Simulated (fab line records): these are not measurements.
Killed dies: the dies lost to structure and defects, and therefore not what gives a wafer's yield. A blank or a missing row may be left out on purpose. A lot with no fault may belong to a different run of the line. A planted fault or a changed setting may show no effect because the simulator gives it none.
Chamber matching | flow nandHarc | pecvd-02 running NHARC_P_M1_PRE_CLEAN_32: 3 sister chambers
The step time 12 s. 3 wafers are shown with their chamber, then 12 later ones without.

WAFERS PAIRED WITH THEIR CHAMBERS
wafer  | chamber | heaterPowerW (W)
L088.5 | 0       | 645
L095.1 | 1       | 634
L095.5 | 2       | 578

WAFERS MISSING THEIR CHAMBER
wafer  | heaterPowerW (W)
L095.3 | 633
L095.4 | 638
L095.6 | 645
L094.1 | 641
L094.3 | 595
L094.6 | 515
L094.2 | 505
L094.4 | 632
L094.5 | 581
L097.2 | 594
L097.3 | 620
L097.4 | 586

WHICH CHAMBER EACH ONE RAN IN
wafer  | from the rows above          | in truth
L095.3 | can't be placed: 1 or 0 or 2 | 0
L095.4 | can't be placed: 1 or 0 or 2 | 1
L095.6 | can't be placed: 0 or 1      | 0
L094.1 | can't be placed: 0 or 1      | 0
L094.3 | can't be placed: 2 or 1 or 0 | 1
L094.6 | can't be placed: 2 or 1      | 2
L094.2 | can't be placed: 2 or 1      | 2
L094.4 | can't be placed: 1 or 0 or 2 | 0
L094.5 | can't be placed: 2 or 1      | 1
L097.2 | can't be placed: 2 or 1 or 0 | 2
L097.3 | can't be placed: 1 or 0 or 2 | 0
L097.4 | can't be placed: 2 or 1 or 0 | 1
Correct placement for 0 of the 12. Can't be placed from these rows: 12 (the true chamber is among the candidates in 12). 0 placed wrongly.
How it was worked out, from the rows above alone: a wafer's distance from a chamber is the root of the sum, over the readings, of the square of ((its reading less the chamber's mean) divided by the reading's scatter). If the next closest chamber is less than 2 further off than the closest, the wafer can't be placed; otherwise it belongs to the closest. The mean given for a chamber averages the wafers shown for that chamber. The scatter: root of mean squared gap, hidden wafer to nearest shown wafer, with one shown wafer a chamber.
